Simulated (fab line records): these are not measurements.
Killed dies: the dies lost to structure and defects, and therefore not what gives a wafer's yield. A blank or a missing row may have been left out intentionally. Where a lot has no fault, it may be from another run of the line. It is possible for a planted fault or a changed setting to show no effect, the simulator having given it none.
Which of the tools did it? || flow n5Finfet || Sampling: 10 lots, 29 wafers, 5 of 1938 route steps

## WHAT THE GAUGES SHOWED, per wafer
N5_BEOL_M4_RC_MEAS_101. Usual: DIBL_N 36.0 mV/V, standard deviation 1.6; DIBL_P 36.1 mV/V, standard deviation 2; IOFF_N 0.160 nA/um, standard deviation 0.029; IOFF_P 0.21 nA/um, standard deviation 0.039; ION_N 675 uA/um, standard deviation 13; ION_P 464 uA/um, standard deviation 8.8; SS_N 71.5 mV/dec, standard deviation 0.58; SS_P 73.3 mV/dec, standard deviation 0.65; VT_N 250 mV, standard deviation 3.3; VT_P -249 mV, standard deviation 3.6.
{"lot": "L365", "measured": "day 7 20:04", "on": "prober-02", "DIBL_N (mV/V)": "37.4 35.6 36.4", "DIBL_P (mV/V)": "36.9 34.9 33.6", "IOFF_N (nA/um)": "0.164 0.128 0.141", "IOFF_P (nA/um)": "0.21 0.19 0.17", "ION_N (uA/um)": "676 659 662", "ION_P (uA/um)": "456 454 449", "SS_N (mV/dec)": "72.0 71.5 71.6", "SS_P (mV/dec)": "73.4 73.0 72.7", "VT_N (mV)": "247 251 254", "VT_P (mV)": "-252 -253 -255", "flag": ""}
{"lot": "L366", "measured": "day 8 01:37", "on": "prober-01", "DIBL_N (mV/V)": "37.5 36.0", "DIBL_P (mV/V)": "36.4 34.5", "IOFF_N (nA/um)": "0.174 0.149", "IOFF_P (nA/um)": "0.24 0.21", "ION_N (uA/um)": "666 667", "ION_P (uA/um)": "460 460", "SS_N (mV/dec)": "71.8 71.1", "SS_P (mV/dec)": "74.0 72.7", "VT_N (mV)": "251 251", "VT_P (mV)": "-248 -250", "flag": ""}
{"lot": "L368", "measured": "day 8 18:49", "on": "prober-02", "DIBL_N (mV/V)": "34.2 36.3 33.9", "DIBL_P (mV/V)": "34.1 36.7 33.6", "IOFF_N (nA/um)": "0.121 0.150 0.110", "IOFF_P (nA/um)": "0.15 0.18 0.14", "ION_N (uA/um)": "653 673 649", "ION_P (uA/um)": "451 456 448", "SS_N (mV/dec)": "71.7 72.6 71.4", "SS_P (mV/dec)": "72.7 74.0 72.3", "VT_N (mV)": "254 252 255", "VT_P (mV)": "-259 -255 -259", "flag": ""}
{"lot": "L369", "measured": "day 8 23:21", "on": "prober-02", "DIBL_N (mV/V)": "33.7 32.2 35.7", "DIBL_P (mV/V)": "35.3 33.5 37.8", "IOFF_N (nA/um)": "0.146 0.118 0.175", "IOFF_P (nA/um)": "0.19 0.17 0.23", "ION_N (uA/um)": "678 675 678", "ION_P (uA/um)": "463 466 463", "SS_N (mV/dec)": "71.2 70.8 70.7", "SS_P (mV/dec)": "73.1 72.7 73.7", "VT_N (mV)": "250 253 247", "VT_P (mV)": "-252 -250 -249", "flag": ""}
{"lot": "L374", "measured": "day 10 04:10", "on": "prober-02", "DIBL_N (mV/V)": "35.8 37.9 38.2", "DIBL_P (mV/V)": "35.5 37.8 37.7", "IOFF_N (nA/um)": "0.152 0.189 0.195", "IOFF_P (nA/um)": "0.20 0.24 0.24", "ION_N (uA/um)": "677 688 689", "ION_P (uA/um)": "467 472 466", "SS_N (mV/dec)": "71.9 72.2 71.8", "SS_P (mV/dec)": "73.4 73.6 73.8", "VT_N (mV)": "249 245 245", "VT_P (mV)": "-253 -248 -248", "flag": ""}
{"lot": "L377", "measured": "day 10 22:04", "on": "prober-02", "DIBL_N (mV/V)": "35.3 35.9 36.4", "DIBL_P (mV/V)": "34.1 35.1 35.6", "IOFF_N (nA/um)": "0.140 0.156 0.167", "IOFF_P (nA/um)": "0.19 0.20 0.21", "ION_N (uA/um)": "682 679 695", "ION_P (uA/um)": "470 472 474", "SS_N (mV/dec)": "70.5 70.8 72.1", "SS_P (mV/dec)": "73.3 72.9 73.4", "VT_N (mV)": "250 250 247", "VT_P (mV)": "-252 -251 -250", "flag": ""}
{"lot": "L382", "measured": "day 12 04:14", "on": "prober-01", "DIBL_N (mV/V)": "37.1 35.7 34.8", "DIBL_P (mV/V)": "38.1 36.5 35.1", "IOFF_N (nA/um)": "0.203 0.154 0.144", "IOFF_P (nA/um)": "0.22 0.20 0.18", "ION_N (uA/um)": "685 661 670", "ION_P (uA/um)": "463 463 455", "SS_N (mV/dec)": "71.5 71.4 70.7", "SS_P (mV/dec)": "73.6 73.8 72.9", "VT_N (mV)": "245 248 250", "VT_P (mV)": "-248 -248 -253", "flag": ""}
{"lot": "L385", "measured": "day 13 13:07", "on": "prober-02", "DIBL_N (mV/V)": "35.4 36.8 38.6", "DIBL_P (mV/V)": "35.1 36.5 39.2", "IOFF_N (nA/um)": "0.146 0.159 0.210", "IOFF_P (nA/um)": "0.20 0.22 0.27", "ION_N (uA/um)": "695 675 706", "ION_P (uA/um)": "478 466 479", "SS_N (mV/dec)": "71.2 71.7 72.0", "SS_P (mV/dec)": "72.2 73.2 74.0", "VT_N (mV)": "249 251 247", "VT_P (mV)": "-251 -248 -247", "flag": ""}
{"lot": "L387", "measured": "day 13 15:26", "on": "prober-02", "DIBL_N (mV/V)": "34.6 35.0 37.1", "DIBL_P (mV/V)": "33.6 35.3 37.7", "IOFF_N (nA/um)": "0.128 0.139 0.180", "IOFF_P (nA/um)": "0.19 0.21 0.25", "ION_N (uA/um)": "664 657 682", "ION_P (uA/um)": "462 458 465", "SS_N (mV/dec)": "70.7 71.5 71.9", "SS_P (mV/dec)": "72.0 72.9 74.1", "VT_N (mV)": "253 253 247", "VT_P (mV)": "-247 -251 -247", "flag": ""}
{"lot": "L388", "measured": "day 13 14:01", "on": "prober-01", "DIBL_N (mV/V)": "37.1 37.2 38.8", "DIBL_P (mV/V)": "39.3 38.6 40.2", "IOFF_N (nA/um)": "0.192 0.181 0.234", "IOFF_P (nA/um)": "0.30 0.27 0.31", "ION_N (uA/um)": "682 677 687", "ION_P (uA/um)": "472 469 468", "SS_N (mV/dec)": "70.9 72.6 72.1", "SS_P (mV/dec)": "74.7 73.8 74.1", "VT_N (mV)": "245 247 244", "VT_P (mV)": "-242 -246 -242", "flag": ""}

## WHAT TOOL EACH LOT RAN ON (gives the tool, then ch and the chambers of the sampled wafers, and finally the start)
{"lot": "L365", "N5_HKMG_FIN_ETCH_35": "rieDiel-03 ch 1,2, day 4 02:31", "N5_HKMG_FIN_NWFM_ALD_20": "aldMetal-02 ch 0,1,2, day 4 04:12", "N5_HKMG_FIN_ALD_71": "aldMetal-02 ch 0,1,2, day 4 04:18", "N5_HKMG_FIN_ALD_72": "cvdW-02 ch 0,1, day 4 05:52"}
{"lot": "L366", "N5_HKMG_FIN_ETCH_35": "rieDiel-04 ch 0,2, day 4 09:38", "N5_HKMG_FIN_NWFM_ALD_20": "aldMetal-03 ch 0,1, day 4 11:18", "N5_HKMG_FIN_ALD_71": "aldMetal-03 ch 0,1, day 4 11:24", "N5_HKMG_FIN_ALD_72": "cvdW-02 ch 0,1, day 4 12:52"}
{"lot": "L368", "N5_HKMG_FIN_ETCH_35": "rieDiel-04 ch 0,2,3, day 4 19:50", "N5_HKMG_FIN_NWFM_ALD_20": "aldMetal-02 ch 0,2,3, day 4 21:29", "N5_HKMG_FIN_ALD_71": "aldMetal-02 ch 0,2,3, day 4 21:35", "N5_HKMG_FIN_ALD_72": "cvdW-01 ch 0,1, day 4 23:02"}
{"lot": "L369", "N5_HKMG_FIN_ETCH_35": "rieDiel-06 ch 0,3, day 5 07:16", "N5_HKMG_FIN_NWFM_ALD_20": "aldMetal-02 ch 1,2,3, day 5 08:58", "N5_HKMG_FIN_ALD_71": "aldMetal-02 ch 1,2,3, day 5 09:04", "N5_HKMG_FIN_ALD_72": "cvdW-02 ch 0,1, day 5 10:41"}
{"lot": "L374", "N5_HKMG_FIN_ETCH_35": "rieDiel-03 ch 0,2,3, day 6 09:12", "N5_HKMG_FIN_NWFM_ALD_20": "aldMetal-02 ch 1,2,3, day 6 10:51", "N5_HKMG_FIN_ALD_71": "aldMetal-02 ch 1,2,3, day 6 10:57", "N5_HKMG_FIN_ALD_72": "cvdW-02 ch 0,1, day 6 12:31"}
{"lot": "L377", "N5_HKMG_FIN_ETCH_35": "rieDiel-04 ch 1,2, day 7 06:25", "N5_HKMG_FIN_NWFM_ALD_20": "aldMetal-02 ch 0,1,3, day 7 08:04", "N5_HKMG_FIN_ALD_71": "aldMetal-02 ch 0,1,3, day 7 08:10", "N5_HKMG_FIN_ALD_72": "cvdW-02 ch 0,1, day 7 09:37"}
{"lot": "L382", "N5_HKMG_FIN_ETCH_35": "rieDiel-06 ch 2,3, day 8 09:40", "N5_HKMG_FIN_NWFM_ALD_20": "aldMetal-01 ch 0,2,3, day 8 11:19", "N5_HKMG_FIN_ALD_71": "aldMetal-01 ch 0,2,3, day 8 11:25", "N5_HKMG_FIN_ALD_72": "cvdW-01 ch 0,1, day 8 12:54"}
{"lot": "L385", "N5_HKMG_FIN_ETCH_35": "rieDiel-06 ch 0,2,3, day 9 04:43", "N5_HKMG_FIN_NWFM_ALD_20": "aldMetal-01 ch 0,2,3, day 9 06:23", "N5_HKMG_FIN_ALD_71": "aldMetal-01 ch 0,2,3, day 9 06:29", "N5_HKMG_FIN_ALD_72": "cvdW-01 ch 0,1, day 9 07:56"}
{"lot": "L387", "N5_HKMG_FIN_ETCH_35": "rieDiel-06 ch 2,3, day 9 17:22", "N5_HKMG_FIN_NWFM_ALD_20": "aldMetal-03 ch 0,1,3, day 9 19:01", "N5_HKMG_FIN_ALD_71": "aldMetal-03 ch 0,1,3, day 9 19:07", "N5_HKMG_FIN_ALD_72": "cvdW-02 ch 0,1, day 9 20:34"}
{"lot": "L388", "N5_HKMG_FIN_ETCH_35": "rieDiel-04 ch 2,3, day 10 00:29", "N5_HKMG_FIN_NWFM_ALD_20": "aldMetal-01 ch 0,1,2, day 10 02:08", "N5_HKMG_FIN_ALD_71": "aldMetal-01 ch 0,1,2, day 10 02:14", "N5_HKMG_FIN_ALD_72": "cvdW-02 ch 0,1, day 10 03:41"}
- N5_HKMG_FIN_ETCH_35: etches SOC in N2/H2, target depth 215.8 nm, time 243.4 s.
- N5_HKMG_FIN_NWFM_ALD_20: deposits TiAlC, target thk 2 nm, pulse time 3 s, purge time 2 s.
- N5_HKMG_FIN_ALD_71: deposits TiN, target thk 1 nm, pulse time 1 s, purge time 3 s.
- N5_HKMG_FIN_ALD_72: deposits W, target thk 2 nm, pulse time 1 s, purge time 2 s.

## WHAT THE TOOLS THEMSELVES READ (means of the sampled wafers that have a number; where no wafer has one, the mark that the record gives instead)
N5_HKMG_FIN_ETCH_35. Usual: drypumpMotorCurrentA 5.7 A, standard deviation 0.64; oesProductAu 0.82 a.u., standard deviation 0.1; rfVppV 141.2 V, standard deviation 0.95; showerheadPlenumPTorr 2.49 Torr, standard deviation 0.064; throttleValvePct 17.90 %, standard deviation 0.23.
{"lot": "L365", "tool": "rieDiel-03", "drypumpMotorCurrentA (A)": 5.4, "oesProductAu (a.u.)": 0.69, "rfVppV (V)": 140.8, "showerheadPlenumPTorr (Torr)": 2.49, "throttleValvePct (%)": 18.07, "flag": ""}
{"lot": "L366", "tool": "rieDiel-04", "drypumpMotorCurrentA (A)": 5.7, "oesProductAu (a.u.)": 0.76, "rfVppV (V)": 140.7, "showerheadPlenumPTorr (Torr)": 2.49, "throttleValvePct (%)": 17.93, "flag": ""}
{"lot": "L368", "tool": "rieDiel-04", "drypumpMotorCurrentA (A)": 5.7, "oesProductAu (a.u.)": 0.80, "rfVppV (V)": 141.2, "showerheadPlenumPTorr (Torr)": 2.48, "throttleValvePct (%)": 17.93, "flag": ""}
{"lot": "L369", "tool": "rieDiel-06", "drypumpMotorCurrentA (A)": 5.7, "oesProductAu (a.u.)": 0.81, "rfVppV (V)": 142.1, "showerheadPlenumPTorr (Torr)": 2.49, "throttleValvePct (%)": 17.94, "flag": ""}
{"lot": "L374", "tool": "rieDiel-03", "drypumpMotorCurrentA (A)": 5.5, "oesProductAu (a.u.)": 0.95, "rfVppV (V)": 142.5, "showerheadPlenumPTorr (Torr)": 2.60, "throttleValvePct (%)": 17.61, "flag": ""}
{"lot": "L377", "tool": "rieDiel-04", "drypumpMotorCurrentA (A)": 6.0, "oesProductAu (a.u.)": 0.83, "rfVppV (V)": 141.2, "showerheadPlenumPTorr (Torr)": 2.50, "throttleValvePct (%)": 17.75, "flag": ""}
{"lot": "L382", "tool": "rieDiel-06", "drypumpMotorCurrentA (A)": 6.3, "oesProductAu (a.u.)": 0.87, "rfVppV (V)": 140.6, "showerheadPlenumPTorr (Torr)": 2.47, "throttleValvePct (%)": 17.91, "flag": ""}
{"lot": "L385", "tool": "rieDiel-06", "drypumpMotorCurrentA (A)": 5.7, "oesProductAu (a.u.)": 0.81, "rfVppV (V)": 140.1, "showerheadPlenumPTorr (Torr)": 2.46, "throttleValvePct (%)": 17.97, "flag": ""}
{"lot": "L387", "tool": "rieDiel-06", "drypumpMotorCurrentA (A)": 5.8, "oesProductAu (a.u.)": 0.77, "rfVppV (V)": 141.3, "showerheadPlenumPTorr (Torr)": 2.43, "throttleValvePct (%)": 18.08, "flag": ""}
{"lot": "L388", "tool": "rieDiel-04", "drypumpMotorCurrentA (A)": 5.8, "oesProductAu (a.u.)": 0.73, "rfVppV (V)": 140.4, "showerheadPlenumPTorr (Torr)": 2.49, "throttleValvePct (%)": 18.09, "flag": ""}

N5_HKMG_FIN_NWFM_ALD_20. Usual: heaterPowerW 481 W, standard deviation 56; precursorPulseHeightRel 0.998, standard deviation 0.02.
{"lot": "L365", "tool": "aldMetal-02", "heaterPowerW (W)": 475, "precursorPulseHeightRel": 0.996, "flag": ""}
{"lot": "L366", "tool": "aldMetal-03", "heaterPowerW (W)": 502, "precursorPulseHeightRel": 0.966, "flag": ""}
{"lot": "L368", "tool": "aldMetal-02", "heaterPowerW (W)": 488, "precursorPulseHeightRel": 0.995, "flag": ""}
{"lot": "L369", "tool": "aldMetal-02", "heaterPowerW (W)": 465, "precursorPulseHeightRel": 1.014, "flag": ""}
{"lot": "L374", "tool": "aldMetal-02", "heaterPowerW (W)": 469, "precursorPulseHeightRel": 1.020, "flag": ""}
{"lot": "L377", "tool": "aldMetal-02", "heaterPowerW (W)": 492, "precursorPulseHeightRel": 0.984, "flag": ""}
{"lot": "L382", "tool": "aldMetal-01", "heaterPowerW (W)": 513, "precursorPulseHeightRel": 1.002, "flag": ""}
{"lot": "L385", "tool": "aldMetal-01", "heaterPowerW (W)": 502, "precursorPulseHeightRel": 1.016, "flag": ""}
{"lot": "L387", "tool": "aldMetal-03", "heaterPowerW (W)": 461, "precursorPulseHeightRel": 1.029, "flag": ""}
{"lot": "L388", "tool": "aldMetal-01", "heaterPowerW (W)": 518, "precursorPulseHeightRel": 1.003, "flag": ""}

N5_HKMG_FIN_ALD_71. Usual: heaterPowerW 861 W, standard deviation 98; precursorPulseHeightRel 1.001, standard deviation 0.02.
{"lot": "L365", "tool": "aldMetal-02", "heaterPowerW (W)": 864, "precursorPulseHeightRel": 0.985, "flag": ""}
{"lot": "L366", "tool": "aldMetal-03", "heaterPowerW (W)": 890, "precursorPulseHeightRel": 0.990, "flag": ""}
{"lot": "L368", "tool": "aldMetal-02", "heaterPowerW (W)": 895, "precursorPulseHeightRel": 1.001, "flag": ""}
{"lot": "L369", "tool": "aldMetal-02", "heaterPowerW (W)": 816, "precursorPulseHeightRel": 0.972, "flag": ""}
{"lot": "L374", "tool": "aldMetal-02", "heaterPowerW (W)": 833, "precursorPulseHeightRel": 1.019, "flag": ""}
{"lot": "L377", "tool": "aldMetal-02", "heaterPowerW (W)": 897, "precursorPulseHeightRel": 1.006, "flag": ""}
{"lot": "L382", "tool": "aldMetal-01", "heaterPowerW (W)": 919, "precursorPulseHeightRel": 1.003, "flag": ""}
{"lot": "L385", "tool": "aldMetal-01", "heaterPowerW (W)": 919, "precursorPulseHeightRel": 0.998, "flag": ""}
{"lot": "L387", "tool": "aldMetal-03", "heaterPowerW (W)": 825, "precursorPulseHeightRel": 0.986, "flag": ""}
{"lot": "L388", "tool": "aldMetal-01", "heaterPowerW (W)": 924, "precursorPulseHeightRel": 1.011, "flag": ""}

N5_HKMG_FIN_ALD_72. Usual: heaterPowerW 476 W, standard deviation 65; precursorPulseHeightRel 0.997, standard deviation 0.022.
{"lot": "L365", "tool": "cvdW-02", "heaterPowerW (W)": 413, "precursorPulseHeightRel": 0.977, "flag": ""}
{"lot": "L366", "tool": "cvdW-02", "heaterPowerW (W)": 412, "precursorPulseHeightRel": 1.016, "flag": ""}
{"lot": "L368", "tool": "cvdW-01", "heaterPowerW (W)": 534, "precursorPulseHeightRel": 0.992, "flag": ""}
{"lot": "L369", "tool": "cvdW-02", "heaterPowerW (W)": 418, "precursorPulseHeightRel": 0.987, "flag": ""}
{"lot": "L374", "tool": "cvdW-02", "heaterPowerW (W)": 398, "precursorPulseHeightRel": 1.000, "flag": ""}
{"lot": "L377", "tool": "cvdW-02", "heaterPowerW (W)": 420, "precursorPulseHeightRel": 0.997, "flag": ""}
{"lot": "L382", "tool": "cvdW-01", "heaterPowerW (W)": 547, "precursorPulseHeightRel": 0.986, "flag": ""}
{"lot": "L385", "tool": "cvdW-01", "heaterPowerW (W)": 539, "precursorPulseHeightRel": 1.004, "flag": ""}
{"lot": "L387", "tool": "cvdW-02", "heaterPowerW (W)": 403, "precursorPulseHeightRel": 1.013, "flag": ""}
{"lot": "L388", "tool": "cvdW-02", "heaterPowerW (W)": 412, "precursorPulseHeightRel": 0.998, "flag": ""}

## THE ANSWER, worked out from the rows above alone
Rule: a lot is off if the mean of its wafers that have a number lies more than 3 standard deviations from the usual mean. A lot without any number at a reading at which 4 lots or more have one is off too. The other lots that the step has rows for count as sound. Order of review: gauges by route order, followed by the tools' own readings, for which a lot's mean as printed above is used. At the first step where some lot is off, the reading lying furthest off is the one used; lots without a number count as furthest.
Across all readings shown, no lot is off: no conclusion can be drawn from this.

## WHAT WAS PUT IN BY THE SIMULATOR
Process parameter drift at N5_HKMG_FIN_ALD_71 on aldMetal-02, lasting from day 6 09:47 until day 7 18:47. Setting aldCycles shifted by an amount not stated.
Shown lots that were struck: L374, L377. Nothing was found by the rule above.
